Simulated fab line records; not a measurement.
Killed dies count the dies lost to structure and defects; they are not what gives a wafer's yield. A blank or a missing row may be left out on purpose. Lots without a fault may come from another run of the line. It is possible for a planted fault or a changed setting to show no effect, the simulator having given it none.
Matching of chambers + flow n5Finfet + N5_HKMG_FIN_STRIP_34 on rieDiel-04: 4 sister chambers
The step strips in CF4. 24 wafers are shown with their chamber, then 12 later ones without.

== WAFERS WITH THEIR CHAMBER ==
| wafer  | chamber | drypumpMotorCurrentA (A) | throttleValvePct (%) | showerheadPlenumPTorr (Torr) |
|--------|---------|--------------------------|----------------------|------------------------------|
| L076.2 | 3       | 5.5                      | 13.47                | 1.81                         |
| L076.3 | 2       | 5.1                      | 13.18                | 1.83                         |
| L076.6 | 2       | 5.1                      | 13.18                | 1.83                         |
| L078.1 | 3       | 5.5                      | 13.47                | 1.81                         |
| L078.3 | 1       | 5.4                      | 13.66                | 1.78                         |
| L078.5 | 1       | 5.5                      | 13.65                | 1.78                         |
| L079.1 | 0       | 6.2                      | 13.05                | 1.83                         |
| L079.5 | 0       | 6.2                      | 13.03                | 1.83                         |
| L079.6 | 3       | 5.5                      | 13.50                | 1.81                         |
| L081.4 | 2       | 5.1                      | 13.22                | 1.83                         |
| L081.5 | 1       | 5.5                      | 13.64                | 1.78                         |
| L081.6 | 0       | 6.2                      | 13.03                | 1.83                         |
| L082.2 | 1       | 5.5                      | 13.67                | 1.78                         |
| L082.3 | 3       | 5.5                      | 13.50                | 1.81                         |
| L082.6 | 3       | 5.5                      | 13.51                | 1.81                         |
| L083.1 | 2       | 5.1                      | 13.21                | 1.83                         |
| L083.2 | 3       | 5.5                      | 13.51                | 1.81                         |
| L083.4 | 1       | 5.5                      | 13.68                | 1.78                         |
| L084.1 | 0       | 6.3                      | 13.07                | 1.82                         |
| L084.2 | 1       | 5.5                      | 13.67                | 1.78                         |
| L084.3 | 3       | 5.5                      | 13.53                | 1.81                         |
| L085.2 | 0       | 6.2                      | 13.07                | 1.82                         |
| L085.3 | 2       | 5.1                      | 13.22                | 1.83                         |
| L085.4 | 3       | 5.5                      | 13.50                | 1.80                         |

SIGNATURES, as means of the wafers listed above
| reading               | chamber 0 | chamber 1 | chamber 2 | chamber 3 | scatter within a chamber |
|-----------------------|-----------|-----------|-----------|-----------|--------------------------|
| drypumpMotorCurrentA  | 6.220     | 5.483     | 5.100     | 5.500     | 0.0286                   |
| throttleValvePct      | 13.0500   | 13.6617   | 13.2020   | 13.4987   | 0.019                    |
| showerheadPlenumPTorr | 1.8260    | 1.7800    | 1.8300    | 1.8088    | 0.00322                  |
Rule: for a wafer and a chamber, the distance is found by dividing, reading by reading, the gap between the wafer's reading and the chamber's mean by the reading's scatter, squaring, summing and taking the root. The wafer belongs to the nearest chamber; if the next one is less than 2 further off, it can't be placed. The scatter: take each reading less its chamber's mean, square it, sum over the shown wafers, divide by the number of wafers less the number of chambers, and take the root.

== WAFERS WHOSE CHAMBER IS MISSING ==
| wafer  | drypumpMotorCurrentA (A) | throttleValvePct (%) | showerheadPlenumPTorr (Torr) |
|--------|--------------------------|----------------------|------------------------------|
| L087.2 | 5.4                      | 13.69                | 1.77                         |
| L087.3 | 5.5                      | 13.53                | 1.80                         |
| L087.6 | 5.1                      | 13.24                | 1.83                         |
| L089.3 | 5.1                      | 13.24                | 1.82                         |
| L089.5 | 5.5                      | 13.54                | 1.80                         |
| L089.6 | 5.2                      | 13.25                | 1.83                         |
| L090.2 | 5.1                      | 13.24                | 1.82                         |
| L090.5 | 5.4                      | 13.70                | 1.77                         |
| L090.6 | 5.1                      | 13.24                | 1.82                         |
| L093.3 | 5.1                      | 13.26                | 1.82                         |
| L093.4 | 5.5                      | 13.56                | 1.80                         |
| L093.6 | 5.5                      | 13.73                | 1.77                         |

== EACH ONE'S CHAMBER ==
| wafer  | from the rows above | in truth |
|--------|---------------------|----------|
| L087.2 | 1                   | 1        |
| L087.3 | 3                   | 3        |
| L087.6 | 2                   | 2        |
| L089.3 | 2                   | 2        |
| L089.5 | 3                   | 3        |
| L089.6 | 2                   | 2        |
| L090.2 | 2                   | 2        |
| L090.5 | 1                   | 1        |
| L090.6 | 2                   | 2        |
| L093.3 | 2                   | 2        |
| L093.4 | 3                   | 3        |
| L093.6 | 1                   | 1        |
12 of 12 placed correctly. From these rows, 0 cannot be placed. 0 placed wrongly.
